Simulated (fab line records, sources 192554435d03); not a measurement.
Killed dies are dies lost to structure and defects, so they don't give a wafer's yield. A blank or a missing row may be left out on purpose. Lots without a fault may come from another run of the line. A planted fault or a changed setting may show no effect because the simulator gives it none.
Chamber matching | flow n5_finfet | N5_MOL_CONTACT_COAG_CO_FILL_22 on cvd_co-02: 3 sister chambers
The step material Co, precursor CCTBA/H2, target thk 20 nm. 3 wafers are shown with their chamber, then 7 later ones without.

WAFERS WITH THEIR CHAMBER
wafer  | chamber | heater_power_w (W)
L724.3 | 1       | 240
L736.1 | 0       | 248
L736.2 | 2       | 238

WAFERS WITHOUT THEIR CHAMBER
wafer  | heater_power_w (W)
L736.6 | 246
L744.1 | 237
L744.2 | 252
L744.5 | 251
L745.1 | 253
L745.4 | 242
L745.6 | 250

WHICH CHAMBER EACH WENT THROUGH
wafer  | from the rows above          | in truth
L736.6 | can't be placed: 0 or 1      | 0
L744.1 | can't be placed: 2 or 1      | 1
L744.2 | 0                            | 0
L744.5 | 0                            | 0
L745.1 | 0                            | 0
L745.4 | can't be placed: 1 or 2 or 0 | 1
L745.6 | 0                            | 0
Placed correctly: 4 of 7. Can't be placed from these rows: 3 (the true chamber is among the candidates in 3). Placed wrongly: 0.
How it was worked out, from the rows above alone: a wafer's distance from a chamber is the root of the sum, over the readings, of the square of ((its reading less the chamber's mean) divided by the reading's scatter). The wafer belongs to the nearest chamber; if the next one is less than 2 further off, it can't be placed. A chamber's mean is the mean of its shown wafers. The scatter: with one shown wafer a chamber, the root of the mean of the squares of how far each hidden wafer lies from its nearest shown one.
